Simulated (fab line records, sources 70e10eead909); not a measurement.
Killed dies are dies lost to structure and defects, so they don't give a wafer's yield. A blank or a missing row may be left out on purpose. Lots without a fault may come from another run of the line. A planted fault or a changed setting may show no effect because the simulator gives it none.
A struck lot beside a sound one | flow nand_harc | 15 steps out of a route of 1302
Sound: wafers L297.2, L297.3, L297.4. Struck: wafers L304.1, L304.2, L304.4. The cause comes at the end.
At each step with rows: each side's tool, then ch and its chambers, then its first start. Under that, the readings that differ: sound wafers | struck wafers | difference of the means | sigmas: that difference in standard deviations of wafers without a fault.
alike: readings whose means differ by less than 2 such deviations, and words and numbers that are the same on both sides. not compared: withheld readings, readings that some wafer has no value for, bounds like >300 that may hide the same value, and numbers for which the record gives no deviation and whose values overlap.
The two part at a step that has a row with sigmas, a row that says differs or no value, or rows on one side only. Numbers that don't overlap but have no deviation are shown without sigmas and don't part them. A reading that every wafer of one side lacks parts them only if that side has two wafers or more.

first, 8 steps without rows for these wafers: NHARC_THIN_TSV_DEHYDRATE_04 (time 120 s); NHARC_THIN_TSV_HMDS_05 (time 30 s); NHARC_THIN_TSV_COAT_06; NHARC_THIN_TSV_SOFTBAKE_07 (time 95 s); NHARC_THIN_TSV_EBR_08; NHARC_THIN_TSV_EXPOSE_09 (exposes mask TSV); NHARC_THIN_TSV_PEB_10 (peb time 85 s); NHARC_THIN_TSV_DEVELOP_11 (time 70 s).
NHARC_THIN_TSV_CD_MEAS_12: target cd 1000 nm.
  sound on cd_sem-01 ch 0, day 23 13:07; struck on cd_sem-02 ch 0, day 26 18:04
  alike: cd_nm
then, 1 step without rows for these wafers: NHARC_THIN_TSV_HARDBAKE_13 (time 80 s).
NHARC_THIN_TSV_DESCUM_14: chemistry O2, time 3 s.
  sound on rie_diel-04 ch 1,2,3, day 23 13:17; struck on rie_diel-05 ch 0,1,3, day 26 18:14
  alike: drypump_motor_current_A, o2_flow_sccm, oes_product_au, rf_vpp_V, showerhead_plenum_p_Torr, throttle_valve_pct
  not compared: rf_hours_counter_h
NHARC_THIN_TSV_ETCH_44: etches the open film in CF4/O2, target depth 1594.2 nm, time 797.1 s.
  sound on rie_diel-04 ch 1,2,3, day 23 13:22; struck on rie_diel-05 ch 0,1,3, day 26 18:20
  alike: bias_w, cf4_flow_sccm, drypump_motor_current_A, o2_flow_sccm, oes_product_au, rf_vpp_V, showerhead_plenum_p_Torr, throttle_valve_pct
  not compared: rf_hours_counter_h
NHARC_THIN_TSV_ETCH_15: target depth 3000 nm, bosch target overetch cycles 2, bosch etch step 2.8 s.
  sound on rie_si-02 ch 1,2,3, day 23 13:56; struck on rie_si-03 ch 0,1,2, day 26 19:01
  no value came back on the struck wafers for bosch_cycles, bosch_dep_step_s (s), drypump_motor_current_A (A), rf_hours_counter_h (h); on the sound wafers bosch_cycles reads 14 14 14
NHARC_THIN_TSV_CD_MEAS_16:
  sound on cd_sem-03, day 23 14:04; struck on cd_sem-03, day 26 19:10
  alike: cd_nm
NHARC_END_SORT_01:
  the record has rows for the struck wafers here (prober-02 ch 0, day 27 09:11) and none for the sound ones

WHERE THEY PART
First at NHARC_THIN_TSV_ETCH_15; last, within this record, at NHARC_END_SORT_01.

WHY: what the simulator had put in
Skipped step whole: rie_si-03, from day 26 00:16 on, at NHARC_THIN_TSV_ETCH_15. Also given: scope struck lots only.
